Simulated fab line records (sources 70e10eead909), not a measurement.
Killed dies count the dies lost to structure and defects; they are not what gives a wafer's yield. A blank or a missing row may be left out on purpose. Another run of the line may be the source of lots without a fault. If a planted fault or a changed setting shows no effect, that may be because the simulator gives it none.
Struck lot and sound lot, side by side || flow nand-harc || 21 steps out of a route of 1302
Sound: the wafers L357.1, L357.3, L357.6. The struck wafers were L366.1, L366.5. Last of all comes the cause.
Each step with rows lists, per side, the tool, then ch with its chambers, then its first start. Under that, the readings that differ: sound wafers || struck wafers || difference of the means || sigmas: that difference in standard deviations of wafers without a fault.
alike: a reading whose means differ by less than 2 such deviations, as well as words and numbers matching on both sides. not compared: withheld readings; readings where some wafer has no value; bounds like >300 that might hide an equal value; numbers whose values overlap and for which the record gives no deviation.
The two part at a step that has a row with sigmas, a row that says differs or no value, or rows on one side only. Numbers that don't overlap but have no deviation are shown without sigmas and don't part them. A reading that every wafer of one side lacks parts them only if that side has two wafers or more.

NHARC_A_BLC_CMP_25: polishes, t overpolish 30 s, target thk 150 nm.
  sound on cmp-03 ch 0,2,3, day 22 16:53; struck on cmp-01 ch 1,3, day 26 02:44
  alike: motor-current-A, overpolish-run-s, time-to-endpoint-s
after that, 1 step had no rows for these wafers: NHARC_A_BLC_SRD_27.
NHARC_A_BLC_INSPECT_28:
  sound on defect-inspect-02 at day 22 17:14; struck on defect-inspect-01 at day 26 03:05
  alike: raw-defect-count
then, 8 steps without rows for these wafers: NHARC_A_M0_DEP_00 (deposits SiOC, target thk 150 nm); NHARC_A_M0_DEHYDRATE_01 (time 120 s); NHARC_A_M0_HMDS_02 (time 30 s); NHARC_A_M0_COAT_33 (time 65 s); NHARC_A_M0_COAT_03 (resist thk 90 nm); NHARC_A_M0_SOFTBAKE_04 (time 55 s); NHARC_A_M0_EBR_05; NHARC_A_M0_EXPOSE_06 (exposes mask A M0, target cd 80 nm).
NHARC_A_M0_PEB_07: peb time 65 s.
  sound on litho-track-01 ch 0, day 22 18:12; struck on litho-track-04 ch 0, day 26 03:57
{"reading": "plate-temp-C (C)", "sound": "99.97 100.13 100.21", "struck": "100.65 100.76", "difference": "+0.60", "sigmas": "+4"}
then, 1 step without rows for these wafers: NHARC_A_M0_DEVELOP_08 (develop time 35 s).
NHARC_A_M0_CD_MEAS_09 targets a cd of 80 nm.
  sound on cd-sem-03 ch 0, day 22 18:17; struck on cd-sem-02 ch 0, day 26 04:02
{"reading": "cd-nm (nm)", "sound": "79.0 79.8 80.1", "struck": "82.0 81.0", "difference": "+1.9", "sigmas": "+3"}
  not compared: hold
NHARC_A_M0_OVL_MEAS_10: pitch 160 nm.
  sound on overlay-02 at day 22 18:22; struck on overlay-02 at day 26 04:07
  alike: overlay-x-nm, overlay-y-nm
  not compared: hold
NHARC_A_M0_INSPECT_11:
  sound on defect-inspect-01 at day 22 18:25; struck on defect-inspect-01 at day 26 04:09
  alike: raw-defect-count
NHARC_A_M0_DESCUM_14: chemistry O2, time 3 s.
  sound on rie-diel-01 ch 0,2, day 22 18:29; struck on rie-diel-01 ch 3, day 26 04:13
{"reading": "drypump-motor-current-A (A)", "sound": "5.0 5.3 5.0", "struck": "6.5 6.5", "difference": "+1.4", "sigmas": "+3"}
{"reading": "model.A_M0.cd-nm (nm)", "sound": "79.43 79.2 80.13", "struck": "82.19 81.09", "difference": "+2.05", "sigmas": ""}
  alike: mfc-ar-sccm, oes-product-au, rf-vpp-V, showerhead-plenum-p-Torr, throttle-valve-pct
  not compared: rf-hours-counter-h
NHARC_A_M0_ETCH_34: etches the open film in N2/H2, target depth 40 nm, overetch 12 nm, time 43.94 s.
  sound on rie-diel-01 ch 1,3, day 22 18:34; struck on rie-diel-01 ch 2, day 26 04:18
  alike: drypump-motor-current-A, mfc-ar-sccm, oes-product-au, rf-vpp-V, showerhead-plenum-p-Torr, throttle-valve-pct
  not compared: rf-hours-counter-h
NHARC_A_M0_ETCH_15: etches the open film in C4F8/Ar, target depth 150 nm, overetch 15 nm, time 82.5 s.
  sound on rie-diel-01 ch 0,1,3; struck on rie-diel-01 ch 0,2
{"reading": "oes-product-au (a.u.)", "sound": "0.921 0.913 0.926", "struck": "0.971 0.974", "difference": "+0.052", "sigmas": "+2"}
{"reading": "model.A_M0.cd-nm (nm)", "sound": "79.63 79.3 80.14", "struck": "82.17 81.36", "difference": "+2.08", "sigmas": ""}
  alike: rf-vpp-V
  not compared: rf-hours-counter-h
NHARC_A_M0_CD_MEAS_16:
  sound on cd-sem-03 at day 22 18:46; struck on cd-sem-02 at day 26 04:42
{"reading": "cd-nm (nm)", "sound": "79.8 79.5 80.3", "struck": "82.0 81.6", "difference": "+1.9", "sigmas": "+3"}
  not compared: hold
NHARC_END_SORT_01:
  sound on prober-02 ch 0, day 24 13:01; struck on prober-02 ch 0, day 27 20:35
{"reading": "killed-at-array", "sound": "16 17 16", "struck": "57 52", "difference": "+38", "sigmas": "+2"}
  alike: defect-limited-yield, killed-at-other, killed-at-periphery, killed-dies, killed-open, killed-short

WHERE THEY PART
Earliest at NHARC_A_M0_PEB_07; latest, in this record, at NHARC_END_SORT_01.

WHY: what the simulator had put in
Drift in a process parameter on litho-track-04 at NHARC_A_M0_PEB_07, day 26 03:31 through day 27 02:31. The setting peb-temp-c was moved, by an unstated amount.
